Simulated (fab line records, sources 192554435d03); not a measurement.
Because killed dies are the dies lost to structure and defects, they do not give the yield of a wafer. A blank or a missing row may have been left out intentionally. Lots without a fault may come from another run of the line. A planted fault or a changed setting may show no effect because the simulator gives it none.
2 desks, one fault	flow n5-finfet	each desk has only its own numbers; what lay behind them comes last

DESK OF THE TOOL OWNER: rie-diel-02
The tool's own readings at N5_FIN_SAQP_ETCH_67 (etches SiNx in CH3F/O2, target depth 30 nm): means of the sampled wafers that have a number, for each lot that ran on this tool. Any lot whose mean is over 4 standard deviations away from the usual mean is out of limits and marked OUT; that distance is given in the brackets.
Columns: A = bias-w at N5_FIN_SAQP_ETCH_67, usual 73.02 W; B = drypump-motor-current-A at N5_FIN_SAQP_ETCH_67, usual 6.0 A; C = mfc-ar-sccm at N5_FIN_SAQP_ETCH_67, usual 150.0 sccm; D = oes-product-au at N5_FIN_SAQP_ETCH_67, usual 0.82 a.u.; E = rf-vpp-V at N5_FIN_SAQP_ETCH_67, usual 300 V; F = showerhead-plenum-p-Torr at N5_FIN_SAQP_ETCH_67, usual 1.99 Torr; G = throttle-valve-pct at N5_FIN_SAQP_ETCH_67, usual 16.38 %
lot	first seen here	A	B	C	D	E	F	G
L127	day 3 12:48	73.02	6.3	150.2	0.73	300	1.91	16.45
L128	day 3 19:57	73.28	6.2	149.8	0.77	302	1.98	16.38
L132	day 4 20:14	72.86	6.2	149.7	0.83	299	2.02	16.33
L134	day 5 09:01	73.08	6.3	149.5	0.88	301	1.95	16.40
L140	day 6 19:49	73.02	6.2	149.7	1.08	300	2.08	16.30
Finding of this desk: none of the 5 lots has anything out of limits.

FROM THE METROLOGY DESK
Means of the sampled wafers that have a number, per lot and without regard to the tool the lot ran on: this is what the gauges read. Any lot whose mean is over 4 standard deviations away from the usual mean is out of limits and marked OUT; that distance is given in the brackets. Readings shown: 7 of its 12, picked as those furthest out on some lot.
Columns: A = cd-nm at N5_FIN_SAQP_CD_MEAS_27, usual 20.34 nm; B = cd-nm at N5_FIN_SAQP_CD_MEAS_31, usual 8.08 nm; C = DIBL_N at N5_BEOL_M4_RC_MEAS_101, usual 36.3 mV/V; D = ION_N at N5_BEOL_M4_RC_MEAS_101, usual 675 uA/um; E = ION_P at N5_BEOL_M4_RC_MEAS_101, usual 464 uA/um; F = SS_P at N5_BEOL_M4_RC_MEAS_101, usual 73.3 mV/dec; G = VT_P at N5_BEOL_M4_RC_MEAS_101, usual -250 mV
lot	first seen here	A	B	C	D	E	F	G
L122	day 2 09:02	20.45	8.11	35.3	661	458	72.7	-249
L125	day 2 23:39	20.18	7.87	35.6	662	455	72.9	-253
L126	day 3 06:06	20.67	8.31	34.0	673	473	72.6	-248
L127	day 3 12:00	20.07	8.20	38.4	694	474	74.4	-247
L128	day 3 18:57	20.45	8.16	38.6	675	465	73.0	-246
L130	day 4 06:14	20.41	7.91	33.8	656	449	72.9	-253
L132	day 4 19:28	20.40	8.19	38.1	680	464	73.6	-249
L134	day 5 07:56	20.07	7.88	37.3	674	466	73.9	-250
L140	day 6 19:02	20.52	8.36	36.3	674	464	73.7	-248
Finding of this desk: none of the 9 lots has anything out of limits.

ALL TOGETHER
The tool owner's desk saw nothing out of limits.
Metrology desk: nothing out of limits seen.

WHAT THE SIMULATOR HAD PUT IN
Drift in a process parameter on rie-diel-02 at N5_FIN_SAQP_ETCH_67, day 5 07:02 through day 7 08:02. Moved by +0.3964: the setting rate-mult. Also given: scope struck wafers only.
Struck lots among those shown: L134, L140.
